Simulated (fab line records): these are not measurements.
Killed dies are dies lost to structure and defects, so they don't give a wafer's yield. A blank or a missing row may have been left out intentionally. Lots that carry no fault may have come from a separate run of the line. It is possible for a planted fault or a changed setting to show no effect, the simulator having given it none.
fab line records    flow nand-harc
record lots=7  wafers=21  last-day=34
route steps=1302 shown A_CHANNEL_HOLE_D1@480 A_CHANNEL_FILL_D1@490 END@1302
lots that met no fault: from a run of the same line without faults
start-h: hours from the record's first day to the start of the lot's first wafer shown    wait-h: hours since the lot's step before    " as in the row above    L1.1+2: a single row standing in for several wafers    - no value present, or no start provided    * or withheld: withheld    < > ~ a bound
route shown NAME@n: names a module that has steps shown in the file, with the first one's number in the route    usual: mean/standard deviation taken from wafers without a fault    same: alike in all rows    chamber/n: place in a boat    sites: per-site readings    _std_site: the standard deviation of these    _edge_site: mean of outer sites minus mean of inner sites    radius-mm: how far each site lies from the wafer's centre    mask NAME#n: copy n    behind: the most recent tool/chamber to have shaped the wafer    hold: reason for holding the lot/hours on hold/outcome of the hold    device: names the non-switching transistor (n, p or np)    end of line: at the end of the route, the tests of the same wafers    for a step that has no rows: nothing shown but its recipe    killed: not the wafer's yield, but the dies lost to structure and defects at the first sort    map: shows each die of a wafer: x if killed, . if not, _ if none is there
set.NAME: the setting that was run; set.NAME@STEP: the one run at that earlier step    model.NAME: the simulator's own value behind a step, which no gauge read
lots at selected steps of the route; one table per step, one row per wafer
services: from which hour (start-h, from the record's first day; less than 0 if before it) a tool's chamber was out of use, for how many hours, and why
## steps
# step NHARC_A_CHANNEL_HOLE_D1_STRIP_41
# recipe n2-flow-sccm=150  h2-flow-sccm=150  ar-flow-sccm=0  bias-w=0  chemistry=N2/H2
# step NHARC_A_CHANNEL_HOLE_D1_STRIP_42
# recipe cf4-flow-sccm=100  chf3-flow-sccm=30  ar-flow-sccm=0  bias-w=0  chemistry=CF4/CHF3
# step NHARC_A_CHANNEL_HOLE_D1_STRIP_43
# recipe o2-flow-sccm=400  cos-flow-sccm=20  ar-flow-sccm=0  bias-w=0  chemistry=O2/COS
# step NHARC_A_CHANNEL_HOLE_D1_ETCH_44
# recipe target-depth-a=1400  overetch-a=140  time-s=77  ion-energy-ev=100  cf4-flow-sccm=80  o2-flow-sccm=20  ar-flow-sccm=0  rf-w=300  bias-w=100  chemistry=CF4/O2
# usual drypump-motor-current-A=5.6/0.36  o2-flow-sccm=20.00/0.06  oes-product-au=0.999/0.011  rf-vpp-V=197.9/1.6  showerhead-plenum-p-Torr=1.34/0.067  throttle-valve-pct=13.398/0.0082
# same time-s=77
lot.wafer  tool         chamber  start-h  wait-h  drypump-motor-current-A  o2-flow-sccm  oes-product-au  rf-hours-counter-h  rf-vpp-V  showerhead-plenum-p-Torr  throttle-valve-pct
L188.1     rie-diel-07  0        220.96   0.1     5.0                      19.90         1.007           23                  197.4     1.29                      13.407
L188.3     "            1        "        "       5.3                      20.05         1.003           28                  200.1     1.44                      13.395
L188.6     "            0        "        "       5.0                      19.95         1.013           -                   196.9     1.29                      13.400
L189.3     rie-diel-02  1        231.78   0.1     6.1                      19.96         1.007           0                   198.8     1.41                      13.402
L189.5     "            2        "        "       5.2                      19.82         0.974           -                   200.4     1.43                      13.402
L189.6     "            3        "        "       5.8                      20.05         0.994           -                   196.0     1.26                      13.401
L190.1     rie-diel-02  1        240.66   0.0     6.2                      19.97         1.003           1                   199.0     1.41                      13.384
L190.4     "            3        "        "       5.8                      20.11         0.993           1                   195.7     1.26                      13.409
L190.6     "            2        "        "       5.3                      19.94         0.981           -                   199.3     1.43                      13.415
L198.3     rie-diel-02  1        328.86   0.1     6.1                      19.98         1.008           4                   199.7     1.41                      13.380
L198.1     "            2        "        "       5.2                      19.94         0.984           8                   199.6     1.43                      13.393
L198.6     "            1        "        "       6.1                      19.96         1.002           -                   198.5     1.41                      13.400
L200.2     rie-diel-02  1        344.78   0.1     6.1                      19.99         1.003           5                   200.6     1.41                      13.393
L200.5     "            2        "        "       5.2                      19.95         0.978           -                   198.5     1.43                      13.397
L200.6     "            3        "        "       5.8                      20.03         0.992           -                   197.4     1.25                      13.395
L202.1     rie-diel-02  2        362.26   0.1     5.3                      19.89         0.987           10                  200.4     1.43                      13.399
L202.4     "            3        "        "       5.8                      20.02         0.996           11                  196.8     1.25                      13.399
L202.6     "            1        "        "       6.1                      19.98         0.997           -                   199.0     1.41                      13.393
L207.2     rie-diel-07  1        423.94   0.1     5.3                      19.99         1.013           41                  199.0     1.42                      13.402
L207.6     "            1        "        "       5.3                      19.95         1.011           -                   199.7     1.42                      13.408
L207.4     "            0        "        "       5.0                      19.97         1.005           -                   195.6     1.27                      13.400
# step NHARC_A_CHANNEL_HOLE_D1_STRIP_27
# recipe o2-flow-sccm=500  ar-flow-sccm=0  bias-w=0  chemistry=O2
# usual drypump-motor-current-A=5.7/0.36  o2-flow-sccm=500.0/1.5  oes-product-au=0.999/0.011  rf-vpp-V=57.8/0.94  showerhead-plenum-p-Torr=3.55/0.16  throttle-valve-pct=17.037/0.0099
lot.wafer  tool         chamber  start-h  wait-h  drypump-motor-current-A  o2-flow-sccm  oes-product-au  rf-hours-counter-h  rf-vpp-V  showerhead-plenum-p-Torr  throttle-valve-pct
L188.3     rie-diel-07  1        -        -       5.3                      498.4         0.994           28                  58.3      3.79                      17.018
L188.1     "            3        "        "       5.9                      501.3         0.991           38                  56.2      3.50                      17.037
L188.6     "            1        "        "       5.3                      500.5         0.992           -                   58.5      3.79                      17.041
L189.3     rie-diel-02  3        -        -       5.8                      499.9         0.999           0                   57.2      3.33                      17.046
L189.5     "            0        "        "       5.9                      500.6         1.003           -                   57.0      3.50                      17.042
L189.6     "            1        "        "       6.2                      501.1         1.018           -                   57.8      3.72                      17.024
L190.1     rie-diel-02  0        -        -       5.9                      501.4         0.989           1                   59.1      3.50                      17.012
L190.4     "            3        "        "       5.8                      500.6         0.989           1                   57.7      3.33                      17.034
L190.6     "            0        "        "       5.9                      500.2         1.004           -                   57.0      3.50                      17.034
L198.1     rie-diel-02  2        -        -       5.2                      501.5         0.990           8                   56.6      3.77                      17.036
L198.3     "            3        "        "       5.8                      498.1         0.998           8                   58.4      3.32                      17.026
L198.6     "            1        "        "       6.2                      501.4         1.012           -                   57.6      3.72                      17.030
L200.2     rie-diel-02  1        -        -       6.1                      500.3         1.005           5                   57.3      3.72                      17.045
L200.5     "            3        "        "       5.8                      498.4         0.995           -                   55.5      3.32                      17.025
L200.6     "            0        "        "       5.9                      501.1         1.017           -                   56.8      3.50                      17.023
L202.1     rie-diel-02  3        -        -       5.8                      500.8         1.001           11                  57.7      3.32                      17.020
L202.4     "            0        "        "       5.9                      501.4         1.001           11                  57.0      3.50                      17.058
L202.6     "            3        "        "       5.8                      502.5         0.995           -                   57.4      3.32                      17.036
L207.2     rie-diel-07  3        -        -       5.9                      502.1         0.989           44                  57.1      3.46                      17.036
L207.6     "            3        "        "       5.8                      500.2         0.984           -                   57.6      3.46                      17.041
L207.4     "            0        "        "       5.0                      500.5         1.006           -                   56.2      3.38                      17.016
# step NHARC_A_CHANNEL_HOLE_D1_PRECLEAN_28
# recipe time-s=*  temp-c=50  bath-age-min=0  chemistry=SC1
# step NHARC_A_CHANNEL_HOLE_D1_SRD_29
# step NHARC_A_CHANNEL_HOLE_D1_CD_MEAS_30
# usual cd-nm=89.6/1.1
lot.wafer  tool       chamber  start-h  wait-h  cd-nm
L188.1     cd-sem-03  -        221.76   -       90.7
L188.3     "          -        "        "       89.4
L188.6     "          -        "        "       89.8
L189.3     cd-sem-03  -        232.56   -       89.6
L189.5     "          -        "        "       90.0
L189.6     "          -        "        "       91.0
L190.1     cd-sem-02  -        241.46   -       89.0
L190.4     "          -        "        "       88.7
L190.6     "          -        "        "       91.2
L198.1     cd-sem-01  -        329.66   -       89.5
L198.3     "          -        "        "       89.6
L198.6     "          -        "        "       89.7
L200.2     cd-sem-03  -        345.56   -       89.0
L200.5     "          -        "        "       89.4
L200.6     "          -        "        "       88.4
L202.1     cd-sem-03  -        363.04   -       86.4
L202.4     "          -        "        "       87.5
L202.6     "          -        "        "       88.3
L207.2     cd-sem-01  -        424.85   -       89.9
L207.4     "          -        "        "       90.9
L207.6     "          -        "        "       89.9
# step NHARC_A_CHANNEL_HOLE_D1_XSEM_31
# recipe landing-energy-ev=35000
# usual bot-cd-nm=74.4/1.2  bow-nm=8.52/0.23  tilt-deg=0.08/0.045
lot.wafer  tool     chamber  start-h  wait-h  bot-cd-nm  bow-nm  tilt-deg
L188.1     xsem-01  0        221.84   0.1     76.6       8.85    0.11
L188.3     "        0        "        "       74.5       8.77    0.11
L188.6     "        0        "        "       75.0       8.74    0.11
L189.3     xsem-02  0        232.65   0.1     74.6       8.45    0.08
L189.5     "        0        "        "       74.2       8.48    0.08
L189.6     "        0        "        "       75.3       8.44    0.08
L190.1     xsem-01  0        241.55   0.1     73.9       8.52    0.05
L190.4     "        0        "        "       72.9       8.54    0.05
L190.6     "        0        "        "       74.6       8.58    0.05
L198.1     xsem-01  0        329.75   0.1     73.6       8.91    0.12
L198.3     "        0        "        "       73.8       8.83    0.12
L198.6     "        0        "        "       74.4       8.81    0.12
L200.2     xsem-01  0        345.65   0.1     74.0       8.54    0.02
L200.5     "        0        "        "       73.8       8.47    0.02
L200.6     "        0        "        "       73.6       8.53    0.02
L202.1     xsem-01  0        363.13   0.1     71.0       8.70    0.11
L202.4     "        0        "        "       71.9       8.76    0.11
L202.6     "        0        "        "       73.1       8.72    0.11
L207.2     xsem-02  0        424.94   0.1     75.1       8.50    0.15
L207.4     "        0        "        "       76.5       8.51    0.15
L207.6     "        0        "        "       75.6       8.50    0.15
# step NHARC_A_CHANNEL_HOLE_D1_INSPECT_40
# usual raw-defect-count=70/27
lot.wafer  tool               chamber  start-h  wait-h  raw-defect-count
L188.1     defect-inspect-01  -        221.94   -       47
L188.3     "                  -        "        "       66
L188.6     "                  -        "        "       32
L189.3     defect-inspect-02  -        232.74   -       65
L189.5     "                  -        "        "       51
L189.6     "                  -        "        "       32
L190.1     defect-inspect-01  -        241.64   -       62
L190.4     "                  -        "        "       59
L190.6     "                  -        "        "       47
L198.1     defect-inspect-02  -        329.85   -       45
L198.3     "                  -        "        "       30
L198.6     "                  -        "        "       48
L200.2     defect-inspect-01  -        345.74   -       52
L200.5     "                  -        "        "       49
L200.6     "                  -        "        "       82
L202.1     defect-inspect-01  -        363.23   -       82
L202.4     "                  -        "        "       45
L202.6     "                  -        "        "       70
L207.2     defect-inspect-02  -        425.04   -       67
L207.4     "                  -        "        "       62
L207.6     "                  -        "        "       67
# step NHARC_A_CHANNEL_FILL_D1_PRECLEAN_00
# recipe time-s=*  temp-c=50  bath-age-min=0  chemistry=SC1
# step NHARC_A_CHANNEL_FILL_D1_SRD_01
# step NHARC_A_CHANNEL_FILL_D1_ALD_02
# recipe target-thk-a=60  pulse-time-s=10  ald-cycles=60  temp-c=300  material=SiO2
# usual ald-cycles=60/0  heater-power-w=474/57  precursor-pulse-height-rel=1.004/0.018
lot.wafer  tool       chamber  start-h  wait-h  ald-cycles  heater-power-w  precursor-pulse-height-rel
L188.3     ald-hk-02  3        222.13   -       47          391             1.000
L188.1     "          1        "        "       60          526             1.003
L188.6     "          3        "        "       60          395             0.995
L189.3     ald-hk-02  0        232.93   -       47          511             1.005
L189.6     "          0        "        "       60          495             1.000
L189.5     "          1        "        "       60          555             1.000
L190.4     ald-hk-02  1        244.17   -       47          535             1.025
L190.1     "          0        "        "       60          495             1.020
L190.6     "          2        "        "       60          543             1.002
L198.1     ald-hk-02  3        330.04   -       60          391             1.001
L198.3     "          1        "        "       60          541             1.006
L198.6     "          0        "        "       60          499             1.020
L200.2     ald-hk-03  3        345.93   -       60          541             1.003
L200.6     "          3        "        "       60          521             0.987
L200.5     "          0        "        "       60          420             0.993
L202.1     ald-hk-02  1        363.50   -       60          512             0.973
L202.4     "          3        "        "       60          392             1.001
L202.6     "          0        "        "       60          515             1.022
L207.4     ald-hk-03  3        425.27   -       60          534             1.013
L207.2     "          1        "        "       60          404             1.056
L207.6     "          0        "        "       60          424             1.003
# step NHARC_A_CHANNEL_FILL_D1_ALD_03
# recipe target-thk-a=60  pulse-time-s=60  ald-cycles=58  temp-c=630  pressure-torr=2  material=SiNx
# usual ald-cycles=58/0  precursor-pulse-height-rel=1.000/0.019
lot.wafer  tool              chamber  start-h  wait-h  ald-cycles  precursor-pulse-height-rel
L188.1     ald-sin-batch-03  0        -        -       58          1.016
L188.3     "                 0        "        "       58          1.037
L188.6     "                 0        "        "       58          0.919
L189.3     ald-sin-batch-01  0        -        -       58          1.007
L189.5     "                 0        "        "       58          0.995
L189.6     "                 0        "        "       58          1.007
L190.1     ald-sin-batch-01  0        -        -       58          0.981
L190.4     "                 0        "        "       58          1.020
L190.6     "                 0        "        "       58          1.005
L198.1     ald-sin-batch-01  0        -        -       58          1.005
L198.3     "                 0        "        "       58          0.976
L198.6     "                 0        "        "       58          1.006
L200.2     ald-sin-batch-02  0        -        -       58          0.981
L200.5     "                 0        "        "       58          0.969
L200.6     "                 0        "        "       58          0.993
L202.1     ald-sin-batch-03  0        -        -       58          1.028
L202.4     "                 0        "        "       58          0.982
L202.6     "                 0        "        "       58          1.005
L207.2     ald-sin-batch-03  0        -        -       58          0.998
L207.4     "                 0        "        "       58          1.004
L207.6     "                 0        "        "       58          0.996
# step NHARC_END_SORT_01
# recipe temp-c=25
# usual killed-at-array=55/15  killed-at-other=1.0/1.2  killed-at-periphery=3.4/2.2  killed-dies=59/15  killed-open=3.2/2  killed-short=2.5/1.7
# same gross-dies=677
lot.wafer  tool       chamber  start-h  wait-h  killed-at-array  killed-at-other  killed-at-periphery  killed-dies  killed-open  killed-short
L189.3     prober-01  0        600.96   3.1     82               2                4                    88           4            1
L189.5     prober-01  0        602.58   3.7     64               1                3                    68           3            3
L189.6     prober-01  0        603.39   4.0     69               0                4                    73           1            6
# killed by level:class
L189.3 A_CHANNEL_HOLE_D2:chamber-film-flake=42 A_SLIT:chamber-film-flake=24 A_CONTACT:chamber-film-flake=5 A_CHANNEL_HOLE_D1:chamber-film-flake=4 A_M0:chamber-film-flake=2 THIN_TSV:chamber-film-flake=2 P_GATE:geometric-particle:open=1 P_M0:geometric-particle:open=1
L189.5 A_SLIT:chamber-film-flake=30 A_CHANNEL_HOLE_D2:chamber-film-flake=23 A_CHANNEL_HOLE_D1:chamber-film-flake=5 A_CONTACT:chamber-film-flake=2 P_CONTACT:geometric-particle:short=1 P_CONTACT:geometric-particle:open=1 A_ONON_D1:geometric-particle:short=1 A_ONON_D1:geometric-particle:open=1
L189.6 A_SLIT:chamber-film-flake=33 A_CHANNEL_HOLE_D2:chamber-film-flake=16 A_CHANNEL_HOLE_D1:chamber-film-flake=4 A_WL_FILL:geometric-particle:short=3 P_STI:chamber-film-flake=3 A_STAIRCASE:chamber-film-flake=3 A_M0:geometric-particle:short=2 A_DECK1_JOINT:chamber-film-flake=2
## services
tool              chamber  start-h  hours  kind
ald-hk-03         -        212.44   10.0   pm
rie-diel-02       -        216.70   9.0    pm
rie-diel-02       0        216.70   9.0    vent-cycle
rie-diel-02       1        216.70   9.0    vent-cycle
rie-diel-02       2        216.70   9.0    vent-cycle
rie-diel-02       3        216.70   9.0    vent-cycle
rie-diel-02       0        225.70   -      clean
rie-diel-02       1        225.70   -      clean
rie-diel-02       2        225.70   -      clean
rie-diel-02       3        225.70   -      clean
rie-diel-02       1        242.68   32.1   repair
rie-diel-02       0        250.20   -      clean
rie-diel-02       2        250.20   -      clean
rie-diel-02       3        250.20   -      clean
ald-sin-batch-02  -        266.00   26.0   pm
rie-diel-02       0        274.70   -      clean
rie-diel-02       2        274.70   -      clean
rie-diel-07       -        296.83   9.0    pm
rie-diel-07       2        364.79   12.7   repair
xsem-01           -        374.00   14.0   pm
ald-hk-03         -        390.44   10.0   pm
rie-diel-02       -        393.70   9.0    pm
ald-sin-batch-03  -        408.55   15.4   repair
rie-diel-07       2        418.06   6.2    repair
## key
first-sign step=NHARC_A_CHANNEL_FILL_D1_ALD_02  reading=ald-cycles  direction=down  sigmas=99+  usual=60  struck=47
effect none on later readings
met-at NHARC_A_CHANNEL_FILL_D1_ALD_02
struck-wafers L188.3,L189.3,L190.4
tester-left-out L188,L189,L190
fault kind=process-parameter-drift  tool=ald-hk-02  chamber=-  onset-h=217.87  steps=NHARC_A_CHANNEL_FILL_D1_ALD_02  channel=ald-cycles  offset=-13  shape=step  end-h=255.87  scope=struck-wafers-only  acts-in=these-recipes-only  stated=60
# tester-left-out: of these lots the tester's yield and bins aren't shown, on N5 and GAA mostly nor the transistor test; their killed dies are dies lost to structure and defects alone, not to doping, threshold or leakage, so they don't give the yield
